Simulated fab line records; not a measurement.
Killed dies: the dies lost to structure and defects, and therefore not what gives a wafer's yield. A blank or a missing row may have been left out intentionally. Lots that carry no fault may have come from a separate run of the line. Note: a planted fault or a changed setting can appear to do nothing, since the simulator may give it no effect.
Matching of chambers | flow n5_finfet | N5_FIN_SAQP_HM_DEP_03 on pecvd-03: 3 sister chambers
The step deposits SiNx from SiH4/NH3/N2, target thk 38 nm, time 33.6 s. 6 wafers are shown with their chamber, then 10 later ones without.

## WAFERS PAIRED WITH THEIR CHAMBERS
wafer  | chamber | showerhead_plenum_p_Torr (Torr) | throttle_valve_pct (%)
L078.6 | 1       | 5.19                            | 41.9
L082.1 | 1       | 5.18                            | 42.1
L084.5 | 2       | 5.02                            | 37.6
L084.6 | 0       | 5.26                            | 38.9
L091.1 | 0       | 5.25                            | 39.0
L091.2 | 2       | 5.01                            | 38.0

## WAFERS WITH NO CHAMBER GIVEN
wafer  | showerhead_plenum_p_Torr (Torr) | throttle_valve_pct (%)
L091.3 | 5.19                            | 41.9
L092.3 | 5.27                            | 38.7
L092.5 | 5.01                            | 38.0
L092.6 | 5.28                            | 39.0
L094.1 | 5.17                            | 42.0
L094.4 | 5.01                            | 37.9
L094.6 | 5.18                            | 42.1
L096.2 | 5.02                            | 38.2
L096.4 | 5.01                            | 38.0
L096.6 | 5.18                            | 42.0

## WHICH CHAMBER EACH WENT THROUGH
wafer  | from the rows above | in truth
L091.3 | 1                   | 1
L092.3 | 0                   | 0
L092.5 | 2                   | 2
L092.6 | 0                   | 0
L094.1 | 1                   | 1
L094.4 | 2                   | 2
L094.6 | 1                   | 1
L096.2 | 2                   | 2
L096.4 | 2                   | 2
L096.6 | 1                   | 1
10 of 10 placed correctly. Number that these rows cannot place: 0. Number placed wrongly: 0.
How it was worked out, from the rows above alone: a wafer's distance from a chamber is the root of the sum, over the readings, of the square of ((its reading less the chamber's mean) divided by the reading's scatter). The wafer belongs to the nearest chamber; if the next one is less than 2 further off, it can't be placed. For every chamber, the mean is computed from those of its wafers that are shown. The scatter is the square root of a quotient: the sum, over the shown wafers, of each reading's squared deviation from its chamber's mean, divided by wafers minus chambers.
